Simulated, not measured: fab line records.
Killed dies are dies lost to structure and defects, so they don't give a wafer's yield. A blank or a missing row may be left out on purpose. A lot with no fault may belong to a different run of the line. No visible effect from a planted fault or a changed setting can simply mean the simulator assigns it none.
Split-lot study / flow n5_finfet / 21 wafers read from 7 lots, route of 1938 steps

== THE SPLIT ==
At N5_BEOL_M10_TRENCH_ETCH_37 (etches SiCOH lowk in C4F6/O2, target depth 148.83 nm, time 48 s), the setting bias_w was moved away from the recipe's 185 W on 8 of the 21 wafers read, by +7.7% to +13.9%. All remaining wafers had this setting at the recipe value.

The split's own step is where the reading is taken.

== THE READING ==
rf_vpp_V, in V, at N5_BEOL_M10_TRENCH_ETCH_37 (etches SiCOH lowk in C4F6/O2, target depth 148.83 nm, time 48 s). Fault-free wafers of this fab line usually give 656 V, standard deviation 12 V.

wafer=L077.2; tool, chamber at the split=rie_diel-04, 2; bias_w as run, W=185; against the recipe=recipe; rf_vpp_V, V=658; against lot-mates on the recipe=-
wafer=L077.4; tool, chamber at the split=rie_diel-04, 2; bias_w as run, W=207.1; against the recipe=+11.9%; rf_vpp_V, V=722; against lot-mates on the recipe=+64
wafer=L077.5; tool, chamber at the split=rie_diel-04, 0; bias_w as run, W=207.1; against the recipe=+11.9%; rf_vpp_V, V=710; against lot-mates on the recipe=+52
wafer=L079.2; tool, chamber at the split=rie_diel-03, 2; bias_w as run, W=210.8; against the recipe=+13.9%; rf_vpp_V, V=720; against lot-mates on the recipe=+56
wafer=L079.3; tool, chamber at the split=rie_diel-03, 0; bias_w as run, W=185; against the recipe=recipe; rf_vpp_V, V=664; against lot-mates on the recipe=-
wafer=L079.6; tool, chamber at the split=rie_diel-03, 2; bias_w as run, W=210.8; against the recipe=+13.9%; rf_vpp_V, V=718; against lot-mates on the recipe=+54
wafer=L078.1; tool, chamber at the split=rie_diel-04, 3; bias_w as run, W=209.8; against the recipe=+13.4%; rf_vpp_V, V=732; against lot-mates on the recipe=+78
wafer=L078.2; tool, chamber at the split=rie_diel-04, 2; bias_w as run, W=185; against the recipe=recipe; rf_vpp_V, V=659; against lot-mates on the recipe=-
wafer=L078.3; tool, chamber at the split=rie_diel-04, 0; bias_w as run, W=185; against the recipe=recipe; rf_vpp_V, V=649; against lot-mates on the recipe=-
wafer=L081.3; tool, chamber at the split=rie_diel-04, 0; bias_w as run, W=199.2; against the recipe=+7.7%; rf_vpp_V, V=688; against lot-mates on the recipe=no lot-mate on the recipe
wafer=L081.5; tool, chamber at the split=rie_diel-04, 1; bias_w as run, W=199.2; against the recipe=+7.7%; rf_vpp_V, V=706; against lot-mates on the recipe=no lot-mate on the recipe
wafer=L081.6; tool, chamber at the split=rie_diel-04, 3; bias_w as run, W=199.2; against the recipe=+7.7%; rf_vpp_V, V=703; against lot-mates on the recipe=no lot-mate on the recipe
wafer=L093.1; tool, chamber at the split=rie_diel-04, 3; bias_w as run, W=185; against the recipe=recipe; rf_vpp_V, V=661; against lot-mates on the recipe=-
wafer=L093.3; tool, chamber at the split=rie_diel-04, 1; bias_w as run, W=185; against the recipe=recipe; rf_vpp_V, V=675; against lot-mates on the recipe=-
wafer=L093.5; tool, chamber at the split=rie_diel-04, 2; bias_w as run, W=185; against the recipe=recipe; rf_vpp_V, V=660; against lot-mates on the recipe=-
wafer=L096.1; tool, chamber at the split=rie_diel-04, 1; bias_w as run, W=185; against the recipe=recipe; rf_vpp_V, V=675; against lot-mates on the recipe=-
wafer=L096.2; tool, chamber at the split=rie_diel-04, 3; bias_w as run, W=185; against the recipe=recipe; rf_vpp_V, V=660; against lot-mates on the recipe=-
wafer=L096.5; tool, chamber at the split=rie_diel-04, 0; bias_w as run, W=185; against the recipe=recipe; rf_vpp_V, V=649; against lot-mates on the recipe=-
wafer=L095.1; tool, chamber at the split=rie_diel-04, 3; bias_w as run, W=185; against the recipe=recipe; rf_vpp_V, V=663; against lot-mates on the recipe=-
wafer=L095.2; tool, chamber at the split=rie_diel-04, 2; bias_w as run, W=185; against the recipe=recipe; rf_vpp_V, V=658; against lot-mates on the recipe=-
wafer=L095.5; tool, chamber at the split=rie_diel-04, 0; bias_w as run, W=185; against the recipe=recipe; rf_vpp_V, V=649; against lot-mates on the recipe=-

FIT RESULTS
A straight line over all 21 wafers: rf_vpp_V changes by +4.67 V for each +1% of bias_w; r = +0.96; the points scatter about the line by 8.3 V.
The same after taking each lot's own level away (the mean of its wafers on the recipe; 18 wafers): +4.63 V for each +1%; r = +0.96; scatter 8.5 V.
That fit puts the effect of the largest move of bias_w on the reading at 65 V.
The lots' own levels span 654.0 to 665.3 V, that is 0.9 times the standard deviation above.
The two slopes agree, so the slope changes little with the lot-to-lot level.
Check: with one of the wafers moved furthest among these (+13.9%) left out of the fit, the line predicts +67.3 V for it against its lot-mates. Against them it came out at +56 V.
Tool readings at the split's step, against how far the setting was moved: rf_vpp_V r = +0.96.

== ADDITIONAL SPLITS CARRIED BY THESE WAFERS ==
Before the reading, these wafers also passed through other splits. Each is held against what the fit with the lots' levels taken away leaves over:
other split on the same wafers=N5_BEOL_M8_PECVD_70 temp_c; wafers away from the commonest value=7; r with rf_vpp_V (lot level and that fit taken away)=-0.02
other split on the same wafers=N5_BEOL_M9_ILD_DEP_00 time_s; wafers away from the commonest value=7; r with rf_vpp_V (lot level and that fit taken away)=-0.08
other split on the same wafers=N5_BEOL_M9_ETCH_62 source_w; wafers away from the commonest value=7; r with rf_vpp_V (lot level and that fit taken away)=+0.31
other split on the same wafers=N5_BEOL_M10_PEB_26 peb_time_s; wafers away from the commonest value=8; r with rf_vpp_V (lot level and that fit taken away)=+0.24

== FILE'S OWN FIT ==
rf_vpp_V changes by +4.85 V for each +1% of bias_w, r = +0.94.
